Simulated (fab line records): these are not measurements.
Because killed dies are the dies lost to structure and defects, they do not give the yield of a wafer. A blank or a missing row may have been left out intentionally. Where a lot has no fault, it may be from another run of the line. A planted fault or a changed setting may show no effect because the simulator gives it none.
fab line records	flow n5-finfet
[record] lots = 6	wafers = 16	last-day = 17
route steps=1938 shown DUMMY_GATE@256 SPACER0@258 SD_EPI_N@262 BEOL_M4@1111
lots that met no fault: taken from a fault-free run of the same line
start-h: hours from the record's first day to the start of the lot's first wafer shown	wait-h: hours from the lot's prior step to this one	" identical to the entry in the row above	L1.1+2: a row that stands for several wafers	- no value, or no start given	* or withheld: withheld	< > ~ a bound
route shown NAME@n: a module of which the file shows steps, and the number in the route of the first	usual: mean and standard deviation over wafers with no fault	same: alike in all rows	chamber/n: place in a boat	sites: each site's reading	_std_site: how widely they spread, as a standard deviation	_edge_site: mean of outer sites minus mean of inner sites	radius-mm: for every site, how far away it sits from the centre of the wafer	mask NAME#n: copy n	behind: the last tool/chamber to shape the wafer	hold: why the lot was held/for how many hours/how that ended	device: the transistor (n, p or np) that didn't switch	end of line: the same wafers' tests at the end of the route	a step given without rows: its recipe and nothing more	killed: not the wafer's yield, but the dies lost to structure and defects at the first sort	map: the dies of a wafer, with x for killed, . for not killed, _ for no die there
set.NAME: the run value of the setting; set.NAME@STEP: its run value at that earlier step	model.NAME: the simulator's own value behind a step, which no gauge read
lots at selected steps of the route; one table per step, one row per wafer
services: the hour from which a tool's chamber was out of use, counted from the record's first day as start-h (under 0 if before that day), plus the number of hours and why
[[steps]]
[step N5_DUMMY_GATE_UV_OZONE_45]
[recipe] time-s = 120	pressure-torr = 760	temp-c = 25
[step N5_DUMMY_GATE_INSPECT_27]
[recipe] inspect-instrument = brightfield	mode = aei
[usual] raw-defect-count = 288/79
lot.wafer	tool	chamber	start-h	wait-h	raw-defect-count
L607.1	defect-inspect-01	-	58.84	0.0	165
L607.2	"	-	"	"	216
L607.6	"	-	"	"	201
L609.1	defect-inspect-02	-	70.41	0.0	406
L609.3	"	-	"	"	336
L609.6	"	-	"	"	372
L616.2	defect-inspect-01	-	110.55	0.0	219
L616.4	"	-	"	"	160
L616.6	"	-	"	"	305
L619.3	defect-inspect-02	-	129.61	0.0	425
L619.4	"	-	"	"	453
L622.1	defect-inspect-02	-	142.95	0.0	405
L622.3	"	-	"	"	358
L628.3	defect-inspect-01	-	182.82	0.0	178
L628.5	"	-	"	"	234
L628.6	"	-	"	"	186
[step N5_SPACER0_ALD_07]
[recipe] material = SiNx	target-thk-a = 20	temp-c = 400	ald-precursor-family = SiH2I2	ald-co-reactant = N2/H2-plasma	pressure-torr = 2
[usual] heater-power-w = 856/140
lot.wafer	tool	chamber	start-h	wait-h	heater-power-w
L607.1	ald-sin-03	0	58.88	0.0	898
L607.2	"	1	"	"	976
L607.6	"	3	"	"	896
L609.1	ald-sin-04	1	70.45	0.0	739
L609.3	"	0	"	"	1075
L609.6	"	3	"	"	732
L616.2	ald-sin-03	0	110.58	0.0	919
L616.4	"	1	"	"	957
L616.6	"	2	"	"	961
L619.3	ald-sin-04	2	129.64	0.0	589
L619.4	"	0	"	"	1137
L622.1	ald-sin-03	3	142.99	0.0	931
L622.3	"	1	"	"	968
L628.3	ald-sin-03	3	184.62	1.8	912
L628.5	"	2	"	"	1003
L628.6	"	0	"	"	898
[step N5_SPACER0_ALD_00]
[recipe] material = SiOCN	target-thk-a = 35	temp-c = 400	ald-precursor-family = alkyl-aminosilane	ald-co-reactant = O2/N2-plasma	pulse-time-s = 3	purge-time-s = 2	co-reactant-purge-time-s = 2	ald-cycles = 58	pressure-torr = 2
[usual] heater-power-w = 856/140	precursor-pulse-height-rel = 0.997/0.019
[same] purge-time-s = 2
lot.wafer	tool	chamber	start-h	wait-h	heater-power-w	precursor-pulse-height-rel
L607.1	ald-sin-03	0	59.03	0.1	890	1.001
L607.2	"	1	"	"	968	0.994
L607.6	"	3	"	"	907	0.963
L609.1	ald-sin-04	1	70.60	0.1	750	1.017
L609.3	"	0	"	"	1088	1.009
L609.6	"	3	"	"	752	1.002
L616.2	ald-sin-03	0	110.74	0.1	901	1.026
L616.4	"	1	"	"	1011	1.007
L616.6	"	2	"	"	985	1.015
L619.3	ald-sin-04	2	129.79	0.1	587	1.016
L619.4	"	0	"	"	1092	1.006
L622.1	ald-sin-03	3	143.14	0.1	906	0.978
L622.3	"	1	"	"	990	1.001
L628.3	ald-sin-03	3	184.77	0.1	908	0.985
L628.5	"	2	"	"	975	0.980
L628.6	"	0	"	"	903	0.986
[step N5_SPACER0_ALD_08]
[recipe] material = SiNx	target-thk-a = 20	temp-c = 400	ald-precursor-family = SiH2I2	ald-co-reactant = N2/H2-plasma	pressure-torr = 2
[step N5_SPACER0_INSPECT_04]
[recipe] inspect-instrument = darkfield	mode = post-dep
[usual] raw-defect-count = 131/30
lot.wafer	tool	chamber	start-h	wait-h	raw-defect-count
L607.1	defect-inspect-02	-	59.45	0.1	90
L607.2	"	-	"	"	104
L607.6	"	-	"	"	105
L609.1	defect-inspect-02	-	71.02	0.1	172
L609.3	"	-	"	"	164
L609.6	"	-	"	"	163
L616.2	defect-inspect-01	-	111.15	0.1	132
L616.4	"	-	"	"	84
L616.6	"	-	"	"	137
L619.3	defect-inspect-01	-	130.21	0.1	150
L619.4	"	-	"	"	175
L622.1	defect-inspect-01	-	143.56	0.1	137
L622.3	"	-	"	"	136
L628.3	defect-inspect-01	-	185.18	0.1	102
L628.5	"	-	"	"	106
L628.6	"	-	"	"	80
[step N5_SD_EPI_N_COAT_32]
[recipe] resist = SOC	temp-c = 250	time-s = 60	spin-rpm = 1500	resist-thk-nm = 350
[step N5_SD_EPI_N_COAT_33]
[recipe] resist = SiARC	temp-c = 220	time-s = 60	spin-rpm = 1500	resist-thk-nm = 35
[step N5_SD_EPI_N_COAT_03]
[recipe] resist = CAR-ArF-block	spin-rpm = 1500	resist-thk-nm = 150
[step N5_SD_EPI_N_EBR_05]
[recipe] solvent = PGMEA	ebr-width-mm = 1.5
[step N5_SD_EPI_N_SOFTBAKE_04]
[recipe] temp-c = 110	time-s = 60	resist = CAR-ArF-block
[step N5_SD_EPI_N_EXPOSE_06]
[recipe] mask-id = SD_N_BLK	na = 1.35	source-shape = conventional	sigma-outer = 0.8	polarization = unpolarized	target-cd-nm = 120	dose-mj = 39.75
[step N5_SD_EPI_N_PEB_07]
[recipe] peb-temp-c = 110	peb-time-s = 60	resist = CAR-ArF-block
[usual] heater-power-total-W = 175.2/1.6	plate-temp-C = 110.03/0.13	resist-line-temp-C = 23.00/0.12
lot.wafer	tool	chamber	start-h	wait-h	heater-power-total-W	plate-temp-C	resist-line-temp-C
L607.1	litho-track-02	0	59.65	0.1	173.5	109.83	23.07
L607.2	"	0	"	"	173.1	109.87	22.81
L607.6	"	0	"	"	173.0	109.91	23.23
L609.1	litho-track-02	0	71.35	0.1	177.6	110.10	22.96
L609.3	"	0	"	"	174.4	109.97	23.08
L609.6	"	0	"	"	173.4	109.93	23.00
L616.2	litho-track-02	0	111.39	0.0	173.1	109.85	23.01
L616.4	"	0	"	"	172.9	110.24	23.03
L616.6	"	0	"	"	259.3	-	22.88
L619.3	litho-track-02	0	130.42	0.0	259.5	-	22.68
L619.4	"	0	"	"	173.4	109.88	22.94
L622.1	litho-track-01	0	143.89	0.1	177.0	110.08	22.94
L622.3	"	0	"	"	173.3	110.16	22.84
L628.3	litho-track-03	0	185.52	0.0	177.6	109.90	23.03
L628.5	"	0	"	"	174.8	110.03	23.19
L628.6	"	0	"	"	173.3	110.13	23.07
[step N5_SD_EPI_N_DEVELOP_08]
[recipe] develop-time-s = 30	developer = TMAH	resist = CAR-ArF-block	dev-temp-c = 23	rinse-liquid = diw	dry = air-spin
[step N5_SD_EPI_N_CD_MEAS_09]
[recipe] target-cd-nm = 120	landing-energy-ev = 500	detector = se-inlens
[usual] cd-nm = 120.2/0.73
lot.wafer	tool	chamber	start-h	wait-h	cd-nm
L607.1	cd-sem-03	0	59.72	-	120.0
L607.2	"	0	"	"	119.9
L607.6	"	0	"	"	120.7
L609.1	cd-sem-02	0	71.42	-	119.5
L609.3	"	0	"	"	120.2
L609.6	"	0	"	"	120.4
L616.2	cd-sem-01	0	111.46	-	119.8
L616.4	"	0	"	"	119.3
L616.6	"	0	"	"	95.0
L619.3	cd-sem-01	0	130.48	-	94.8
L619.4	"	0	"	"	119.7
L622.1	cd-sem-03	0	143.95	-	119.7
L622.3	"	0	"	"	120.4
L628.3	cd-sem-02	0	185.59	-	120.3
L628.5	"	0	"	"	121.1
L628.6	"	0	"	"	120.0
[step N5_SD_EPI_N_OVL_MEAS_10]
[recipe] points-per-wafer = 44
[usual] SD_N_BLK_OVL = 0.7/0.82
lot.wafer	tool	chamber	start-h	wait-h	SD_N_BLK_OVL[nm]
L607.1	overlay-02	0	59.75	0.0	0.9
L607.2	"	0	"	"	0.4
L607.6	"	0	"	"	0.5
L609.1	overlay-02	0	71.45	0.0	0.8
L609.3	"	0	"	"	-0.5
L609.6	"	0	"	"	1.0
L616.2	overlay-02	0	111.48	0.0	-1.1
L616.4	"	0	"	"	0.3
L616.6	"	0	"	"	0.7
L619.3	overlay-01	0	130.51	0.0	0.5
L619.4	"	0	"	"	1.3
L622.1	overlay-01	0	144.00	0.0	0.2
L622.3	"	0	"	"	0.1
L628.3	overlay-02	0	185.62	0.0	1.6
L628.5	"	0	"	"	0.3
L628.6	"	0	"	"	-0.3
[step N5_SD_EPI_N_INSPECT_11]
[recipe] mode = adi	inspect-instrument = macro
[usual] raw-defect-count = 2.0/1.6
lot.wafer	tool	chamber	start-h	wait-h	raw-defect-count
L607.1	defect-inspect-01	-	59.78	0.0	3
L607.2	"	-	"	"	0
L607.6	"	-	"	"	0
L609.1	defect-inspect-02	-	71.47	0.0	0
L609.3	"	-	"	"	4
L609.6	"	-	"	"	2
L616.2	defect-inspect-02	-	111.51	0.0	1
L616.4	"	-	"	"	3
L616.6	"	-	"	"	0
L619.3	defect-inspect-01	-	130.54	0.0	2
L619.4	"	-	"	"	2
L622.1	defect-inspect-02	-	144.02	0.0	0
L622.3	"	-	"	"	1
L628.3	defect-inspect-02	-	185.64	0.0	3
L628.5	"	-	"	"	0
L628.6	"	-	"	"	4
[step N5_SD_EPI_N_DESCUM_14]
[recipe] chemistry = O2	time-s = 7.9	source-power-w = 50	bias-power-w = 20	pressure-mtorr = 20	rf-frequency-hz = 2.712e+07	temp-c = 40	resist = CAR-ArF-block	o2-flow-sccm = 225
[usual] drypump-motor-current-A = 5.6/0.44	oes-product-au = 0.80/0.075	rf-vpp-V = 243.3/1.2	showerhead-plenum-p-Torr = 2.11/0.055	throttle-valve-pct = 20.54/0.26
lot.wafer	tool	chamber	start-h	wait-h	drypump-motor-current-A	oes-product-au	rf-hours-counter-h	rf-vpp-V	showerhead-plenum-p-Torr	throttle-valve-pct	model.SD_EPI_N.cd-nm
L607.1	rie-diel-05	2	60.11	0.3	5.3	0.92	20	243.0	2.15	20.41	120
L607.2	"	3	"	"	6.3	0.83	78	244.8	2.10	20.20	119.8
L607.6	"	2	"	"	5.3	0.93	-	244.2	2.15	20.40	120.4
L609.1	rie-diel-01	2	71.64	0.2	5.2	0.80	122	241.5	2.03	20.80	119.2
L609.3	"	0	"	"	5.1	0.81	83	241.8	2.11	20.32	120.4
L609.6	"	1	"	"	5.3	0.73	-	243.9	2.18	20.88	120.2
L616.2	rie-diel-05	3	111.83	0.3	6.3	0.82	96	243.8	2.09	20.22	120.2
L616.4	"	0	"	"	5.9	0.82	78	244.1	2.12	20.65	119.6
L616.6	"	0	"	"	5.9	0.82	-	243.1	2.12	20.63	94.8
L619.3	rie-diel-01	0	130.57	0.0	5.1	0.78	107	244.9	2.10	20.37	94.8
L619.4	"	2	"	"	5.2	0.78	143	241.9	2.03	20.83	120
L622.1	rie-diel-05	1	144.05	0.0	5.7	0.76	164	244.8	2.11	20.66	119.4
L622.3	"	2	"	"	5.3	0.88	50	244.8	2.14	20.47	120
L628.3	rie-diel-05	1	185.68	0.0	5.7	0.73	181	243.9	2.11	20.69	120.4
L628.5	"	0	"	"	5.9	0.80	-	241.2	2.11	20.69	121
L628.6	"	3	"	"	6.3	0.79	-	243.0	2.08	20.27	120
[step N5_SD_EPI_N_ETCH_34]
[recipe] chemistry = CF4	target = SiARC	target-depth-a = 455	mask-material = CAR-ArF-block	time-s = 75.8	ion-energy-ev = 80	pressure-mtorr = 40	source-w = 545	bias-w = 36	Ar_flow_sccm = 100	cf4-flow-sccm = 100	ends = cleared
[usual] drypump-motor-current-A = 5.6/0.44	etch-rf-on-time-s = 75.6/0.99	oes-product-au = 0.68/0.057	rf-vpp-V = 184.2/1.1	showerhead-plenum-p-Torr = 2.15/0.053	throttle-valve-pct = 15.67/0.22
lot.wafer	tool	chamber	start-h	wait-h	drypump-motor-current-A	etch-rf-on-time-s	oes-product-au	rf-hours-counter-h	rf-vpp-V	showerhead-plenum-p-Torr	throttle-valve-pct
L607.1	rie-diel-05	2	60.14	0.0	5.3	74.9	0.79	20	185.9	2.18	15.44
L607.2	"	3	"	"	6.3	76.0	0.70	78	184.8	2.18	15.66
L607.6	"	2	"	"	5.3	75.2	0.78	-	186.9	2.18	15.42
L609.1	rie-diel-01	2	71.67	0.0	5.2	75.9	0.68	122	181.8	2.07	15.80
L609.3	"	0	"	"	5.1	75.2	0.69	83	185.0	2.16	15.53
L609.6	"	1	"	"	5.3	75.1	0.63	-	183.8	2.21	15.91
L616.2	rie-diel-05	3	111.87	0.0	6.3	76.2	0.70	96	182.9	2.17	15.66
L616.4	"	0	"	"	5.9	76.8	0.71	78	184.5	2.18	15.76
L616.6	"	0	"	"	5.9	75.8	0.71	-	184.3	2.18	15.75
L619.3	rie-diel-01	0	130.61	0.0	5.1	76.0	0.67	107	185.3	2.15	15.57
L619.4	"	2	"	"	5.2	77.2	0.66	143	183.0	2.06	15.85
L622.1	rie-diel-05	1	144.09	0.0	5.7	76.4	0.64	164	184.2	2.15	15.72
L622.3	"	2	"	"	5.3	75.8	0.75	50	185.5	2.17	15.51
L628.3	rie-diel-05	1	185.72	0.0	5.7	77.2	0.63	181	183.9	2.14	15.77
L628.5	"	0	"	"	5.9	75.3	0.69	-	183.0	2.17	15.81
L628.6	"	3	"	"	6.3	77.2	0.67	-	183.2	2.16	15.75
[step N5_SD_EPI_N_ETCH_35]
[recipe] chemistry = N2/H2	target = SOC	overetch-a = 1080	mask-material = SiARC	temp-c = 40	ion-energy-ev = 100	source-w = 3000	bias-w = 133	pressure-mtorr = 20	time-s = 486	n2-flow-sccm = 200	h2-flow-sccm = 200
[step N5_SD_EPI_N_STRIP_36]
[recipe] chemistry = N2/H2	temp-c = 40	n2-flow-sccm = 200	h2-flow-sccm = 200	rf-frequency-hz = 6e+07
[step N5_SD_EPI_N_ETCHBACK_44]
[recipe] chemistry = CH3F/O2	mode = anisotropic-etchback	target = SiNx	target-depth-a = 145	stop-on = SiO2	over-etch-frac = 0.3	ion-energy-ev = 120	pressure-mtorr = 30	source-w = 395	bias-w = 73	Ar_flow_sccm = 150	CH3F_flow_sccm = 30	O2_flow_sccm = 20
[usual] CH3F_flow_sccm = 30.00/0.086	O2_flow_sccm = 20.00/0.056	drypump-motor-current-A = 5.6/0.44	oes-product-au = 0.68/0.056	rf-vpp-V = 299/3.9	showerhead-plenum-p-Torr = 2.02/0.052	throttle-valve-pct = 16.45/0.22
lot.wafer	tool	chamber	start-h	wait-h	CH3F_flow_sccm	O2_flow_sccm	drypump-motor-current-A	oes-product-au	rf-hours-counter-h	rf-vpp-V	showerhead-plenum-p-Torr	throttle-valve-pct
L607.1	rie-diel-05	2	60.53	0.0	30.06	20.00	5.3	0.78	21	300	2.05	16.23
L607.2	"	3	"	"	30.01	20.04	6.3	0.71	78	298	2.02	16.27
L607.6	"	2	"	"	29.98	20.00	5.3	0.78	-	301	2.05	16.23
L609.1	rie-diel-01	2	72.05	0.0	29.94	20.05	5.2	0.69	123	299	1.94	16.64
L609.3	"	0	"	"	30.08	20.00	5.1	0.69	83	304	2.02	16.29
L609.6	"	1	"	"	30.23	20.04	5.3	0.63	-	294	2.08	16.73
L616.2	rie-diel-05	3	112.25	0.0	30.12	20.03	6.3	0.69	96	298	2.01	16.31
L616.4	"	0	"	"	30.00	20.02	5.9	0.71	78	304	2.02	16.44
L616.6	"	0	"	"	29.85	19.97	5.9	0.71	-	305	2.02	16.44
L619.3	rie-diel-01	0	130.99	0.0	29.95	20.05	5.1	0.66	107	305	2.01	16.31
L619.4	"	2	"	"	30.13	19.95	5.2	0.66	143	298	1.93	16.66
L622.1	rie-diel-05	1	144.47	0.0	29.96	20.01	5.7	0.64	164	302	2.01	16.52
L622.3	"	2	"	"	29.92	20.03	5.3	0.74	50	301	2.04	16.29
L628.3	rie-diel-05	1	186.10	0.0	30.00	20.01	5.7	0.63	181	303	2.00	16.54
L628.5	"	0	"	"	29.99	20.00	5.9	0.69	-	304	2.01	16.48
L628.6	"	3	"	"	29.94	19.97	6.3	0.67	-	298	2.00	16.36
[step N5_SD_EPI_N_ETCH_45]
[recipe] chemistry = CH3F/O2	target = SiOCN	target-depth-a = 60	mask-material = SOC	ion-energy-ev = 60	bias-w = 29	pressure-mtorr = 15	source-w = 410	Ar_flow_sccm = 150	CH3F_flow_sccm = 30	O2_flow_sccm = 20
[usual] CH3F_flow_sccm = 30.01/0.094	O2_flow_sccm = 20.00/0.06	drypump-motor-current-A = 5.6/0.44	oes-product-au = 0.80/0.07	rf-vpp-V = 127.6/0.87	showerhead-plenum-p-Torr = 2.01/0.052	throttle-valve-pct = 23.46/0.22
lot.wafer	tool	chamber	start-h	wait-h	CH3F_flow_sccm	O2_flow_sccm	drypump-motor-current-A	oes-product-au	rf-hours-counter-h	rf-vpp-V	showerhead-plenum-p-Torr	throttle-valve-pct
L607.1	rie-diel-05	2	60.63	0.1	29.97	19.95	5.3	0.92	21	127.6	2.04	23.25
L607.2	"	3	"	"	30.04	20.01	6.3	0.84	78	126.7	2.01	23.15
L607.6	"	2	"	"	30.06	19.91	5.3	0.91	-	128.0	2.04	23.25
L609.1	rie-diel-01	2	72.15	0.1	29.92	20.05	5.2	0.81	123	127.9	1.93	23.66
L609.3	"	0	"	"	30.11	20.06	5.1	0.81	83	127.0	2.02	23.28
L609.6	"	1	"	"	30.07	20.04	5.3	0.73	-	126.4	2.07	23.73
L616.2	rie-diel-05	3	112.35	0.1	29.93	20.06	6.3	0.82	96	127.6	2.01	23.17
L616.4	"	0	"	"	29.91	19.96	5.9	0.83	78	128.5	2.01	23.54
L616.6	"	0	"	"	29.83	19.99	5.9	0.82	-	127.9	2.01	23.55
L619.3	rie-diel-01	0	131.09	0.1	30.02	19.94	5.1	0.78	107	128.3	2.01	23.31
L619.4	"	2	"	"	30.14	20.03	5.2	0.78	143	127.6	1.93	23.70
L622.1	rie-diel-05	1	144.57	0.1	30.11	20.11	5.7	0.75	164	128.5	2.00	23.53
L622.3	"	2	"	"	30.10	19.96	5.3	0.87	50	127.4	2.03	23.30
L628.3	rie-diel-05	1	186.20	0.1	29.84	19.94	5.7	0.74	181	127.4	2.00	23.53
L628.5	"	0	"	"	30.10	19.93	5.9	0.81	-	128.0	2.00	23.59
L628.6	"	3	"	"	30.07	19.91	6.4	0.78	-	127.3	2.00	23.21
[step N5_SD_EPI_N_ETCH_16]
[recipe] chemistry = CHF3/O2	target = SiO2	target-depth-a = 50	mask-material = SOC	pressure-mtorr = 30	source-w = 650	bias-w = 170	Ar_flow_sccm = 200	CHF3_flow_sccm = 50	O2_flow_sccm = 5	ion-energy-ev = 200
[step N5_SD_EPI_N_STRIP_47]
[recipe] chemistry = CHF3/O2	resist = SiARC	rf-frequency-hz = 6e+07
[step N5_SD_EPI_N_SD_RECESS_17]
[recipe] chemistry = HBr/Cl2/O2	target-depth-a = 410	mask-material = SOC	time-s = 23.7	bt-time-s = 3	pressure-mtorr = 10	icp-w = 800	bias-w = 112	HBr_flow_sccm = 150	Cl2_flow_sccm = 80	O2_flow_sccm = 12
[usual] O2_flow_sccm = 12.00/0.036	drypump-motor-current-A = 5.6/0.44	oes-product-au = 0.998/0.014	throttle-valve-pct = 37.0/0.35
lot.wafer	tool	chamber	start-h	wait-h	O2_flow_sccm	drypump-motor-current-A	oes-product-au	rf-hours-counter-h	throttle-valve-pct	model.SD_EPI_N.cd-nm
L607.1	rie-si-05	1	60.80	0.0	12.01	6.0	0.975	121	36.9	121.8
L607.2	"	2	"	"	11.93	5.8	1.004	122	36.9	118.6
L607.6	"	2	"	"	11.97	5.8	1.004	-	36.9	122.8
L609.1	rie-si-06	3	72.33	0.0	12.00	5.8	1.002	61	36.8	118.6
L609.3	"	2	"	"	11.95	5.1	0.994	38	37.8	121.8
L609.6	"	2	"	"	11.98	5.0	0.994	-	37.8	119.8
L616.2	rie-si-01	2	112.52	0.0	12.01	5.5	0.988	6	36.9	119.4
L616.4	"	0	"	"	12.02	5.5	0.979	118	36.7	119
L616.6	"	3	"	"	12.03	5.5	1.001	-	37.3	94.6
L619.3	rie-si-01	1	131.26	0.0	12.04	6.7	1.003	2	36.7	95.8
L619.4	"	3	"	"	12.04	5.5	1.000	148	37.3	120.2
L622.1	rie-si-06	1	144.74	0.0	12.05	5.3	1.015	153	37.0	120.4
L622.3	"	0	"	"	11.98	5.6	0.974	189	36.7	121
L628.3	rie-si-05	1	186.37	0.0	11.90	6.0	0.969	123	36.9	120
L628.5	"	0	"	"	12.01	5.8	1.013	-	37.1	120.4
L628.6	"	3	"	"	12.03	5.6	0.979	-	37.4	118
[step N5_SD_EPI_N_STRIP_38]
[recipe] chemistry = N2/H2	power-w = 1000	temp-c = 250	h2-frac = 0.65	overash-fraction = 0.3	pressure-mtorr = withheld	n2-flow-sccm = 1750	h2-flow-sccm = 3250
[step N5_BEOL_M4_RC_MEAS_101]
[usual] DIBL_N = 36.3/1.7	DIBL_P = 36.0/1.9	IOFF_N = 0.156/0.028	IOFF_P = 0.21/0.036	ION_N = 675/11	ION_P = 463/7.8	SS_N = 71.6/0.59	SS_P = 73.2/0.63	VT_N = 250/3.1	VT_P = -251/3.4
lot.wafer	tool	chamber	start-h	wait-h	DIBL_N[mV/V]	DIBL_P[mV/V]	IOFF_N[nA/um]	IOFF_P[nA/um]	ION_N[uA/um]	ION_P[uA/um]	SS_N[mV/dec]	SS_P[mV/dec]	VT_N[mV]	VT_P[mV]
L607.1	prober-02	0	168.65	0.0	34.7	33.6	0.126	0.15	664	454	70.6	72.4	250	-255
L607.2	"	0	"	"	38.1	37.0	0.179	0.19	680	451	71.8	73.7	246	-254
L607.6	"	0	"	"	35.4	33.3	0.130	0.15	671	447	71.3	71.9	252	-257
L609.1	prober-02	0	184.57	0.0	38.7	39.3	0.211	0.25	692	469	72.2	74.3	245	-251
L609.3	"	0	"	"	36.8	35.9	0.156	0.19	680	464	71.3	73.0	252	-253
L609.6	"	0	"	"	35.9	35.2	0.146	0.19	676	460	72.0	73.2	251	-255
L616.2	prober-02	0	227.38	0.2	35.1	35.9	0.126	0.16	648	447	71.6	72.9	253	-258
L616.4	"	0	"	"	35.5	36.2	0.138	0.17	669	457	71.3	72.8	253	-253
L619.4	prober-02	0	251.30	0.5	37.8	36.3	0.183	0.25	695	480	72.4	73.2	247	-248
L622.1	prober-01	0	255.47	0.0	40.3	40.6	0.219	0.22	683	459	72.0	74.6	247	-251
L622.3	"	0	"	"	38.3	38.9	0.166	0.20	677	467	72.4	74.2	249	-251
L628.3	prober-01	0	303.58	0.3	35.2	35.9	0.148	0.19	658	455	71.5	73.1	250	-252
L628.5	"	0	"	"	34.0	34.7	0.128	0.17	660	454	71.1	72.5	254	-253
L628.6	"	0	"	"	33.8	34.9	0.129	0.17	671	459	71.4	72.5	252	-254
[[services]]
tool	chamber	start-h	hours	kind
ald-sin-04	2	40.90	1.7	repair
ald-sin-03	1	69.78	1.8	repair
rie-diel-01	-	79.26	0.6	repair
litho-track-03	-	79.56	-	consumable-replace:filter
rie-si-05	1	83.51	6.8	repair
rie-si-01	0	90.69	2.5	repair
rie-diel-01	1	95.65	5.7	repair
rie-diel-01	2	98.62	8.0	repair
rie-si-06	0	134.45	1.0	repair
rie-diel-05	1	146.48	2.7	repair
rie-diel-01	0	150.88	2.4	repair
ald-sin-04	-	178.15	14.0	pm
ald-sin-04	0	178.15	14.0	vent-cycle
ald-sin-04	1	178.15	14.0	vent-cycle
ald-sin-04	2	178.15	14.0	vent-cycle
ald-sin-04	3	178.15	14.0	vent-cycle
rie-diel-05	2	179.93	8.2	repair
ald-sin-03	1	184.49	81.6	repair
rie-si-01	-	185.75	7.0	repair
[[key]]
[first-sign] step = N5_SD_EPI_N_PEB_07	reading = heater-power-total-W	direction = up	sigmas = 53	usual = *	struck = *
[effect] step = N5_SD_EPI_N_CD_MEAS_09	reading = cd-nm	direction = down	sigmas = 35	usual = 120.2	struck = 94.9
[model-effect] step = N5_SD_EPI_N_DESCUM_14	value = SD_EPI_N.cd-nm	without = 119.6	struck = 94.8
[model-effect] step = N5_SD_EPI_N_SD_RECESS_17	value = SD_EPI_N.cd-nm	without = 120	struck = 95.2
met-at N5_SD_EPI_N_PEB_07
struck-wafers L616.6,L619.3
later-rows-left-out L616.6,L619.3
sort-left-out L616.6,L619.3
onset-between 71.35 111.39
[fault] kind = process-parameter-drift	tool = litho-track-02	chamber = -	onset-h = 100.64	steps = N5_SD_EPI_N_PEB_07	channel = peb-time-s	offset = *	shape = step	end-h = 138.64	scope = struck-wafers-only	acts-in = *	stated = *
// sort-left-out: the simulated sort isn't trusted on such a fault, so these wafers' sort isn't shown, and their yield isn't known
// later-rows-left-out: the simulator's readings of these wafers behind a module that went badly wrong aren't trusted and aren't shown, but for the sort
